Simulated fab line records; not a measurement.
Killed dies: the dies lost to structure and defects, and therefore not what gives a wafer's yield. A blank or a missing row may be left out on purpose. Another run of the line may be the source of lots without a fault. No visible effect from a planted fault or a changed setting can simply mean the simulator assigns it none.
Which tool did it? / flow nand-harc / 18 wafers from 6 lots sampled at 2 of the route's 1159 steps

WHAT EACH GAUGE READ, for each wafer
NHARC_P_STI_INSPECT_25.
lot=L202; measured=day 3 20:30; on=defect-inspect-01; raw-defect-count=507 231 320
lot=L205; measured=day 4 09:50; on=defect-inspect-01; raw-defect-count=310 236 265
lot=L209; measured=day 5 14:50; on=defect-inspect-02; raw-defect-count=344 200 277
lot=L212; measured=day 6 04:02; on=defect-inspect-02; raw-defect-count=270 423 252
lot=L220; measured=day 8 07:29; on=defect-inspect-02; raw-defect-count=671 721 1011 670 703 996
lot=L225; measured=day 9 11:57; on=defect-inspect-02; raw-defect-count=382 193 276

WHAT TOOL EACH LOT RAN ON (gives the tool, then ch and the chambers of the sampled wafers, and finally the start)
lot=L202; NHARC_P_STI_CMP_21=cmp-02 ch 1,3, day 3 12:05
lot=L205; NHARC_P_STI_CMP_21=cmp-03 ch 0,1,2, day 4 01:04
lot=L209; NHARC_P_STI_CMP_21=cmp-02 ch 0,3, day 5 04:29
lot=L212; NHARC_P_STI_CMP_21=cmp-01 ch 0,1,3, day 5 19:32
lot=L220; NHARC_P_STI_CMP_21=cmp-03 ch 1,2, day 7 20:03
lot=L225; NHARC_P_STI_CMP_21=cmp-01 ch 2,3, day 9 02:10
- NHARC_P_STI_CMP_21: polishes, t overpolish 20 s, target thk 380.67 nm.

THE ANSWER, worked out from the rows above alone
Rule: the usual values come from the lots themselves. Put in order of their means at a reading, lots are off if they are a third of the lots or fewer, leave a main group of 4 or more, and stand apart from it by a gap of 3 or more times the standard deviation of the main group's means; of several such gaps the widest counts. A main group is skipped when, at the precision printed for the reading in the tables above, its means are all equal. Also off: a lot with no number at a reading for which 4 or more lots have one. The other lots that the step has rows for count as sound.
Off: L220 (NHARC_P_STI_INSPECT_25, raw-defect-count). The main group: mean 299, standard deviation 31.
A tool fits if, at a process step before that reading, it ran every lot that is off, and no sound lot after the first of them. Those tools and the gauges at NHARC_P_STI_INSPECT_25 are tried in the same way. One fits: cmp-03 at NHARC_P_STI_CMP_21. Its last sound lot is L205 (day 4 01:04), its first lot that is off L220 (day 7 20:03): a fault that began between those two fits.

WHAT HAD BEEN PUT IN BY THE SIMULATOR
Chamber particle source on cmp-03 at NHARC_P_STI_CMP_21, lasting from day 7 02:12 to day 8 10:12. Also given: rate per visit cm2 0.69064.
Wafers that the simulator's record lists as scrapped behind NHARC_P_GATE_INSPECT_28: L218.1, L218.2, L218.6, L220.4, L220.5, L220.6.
Struck lots among those shown: L220. The rule above found the same.
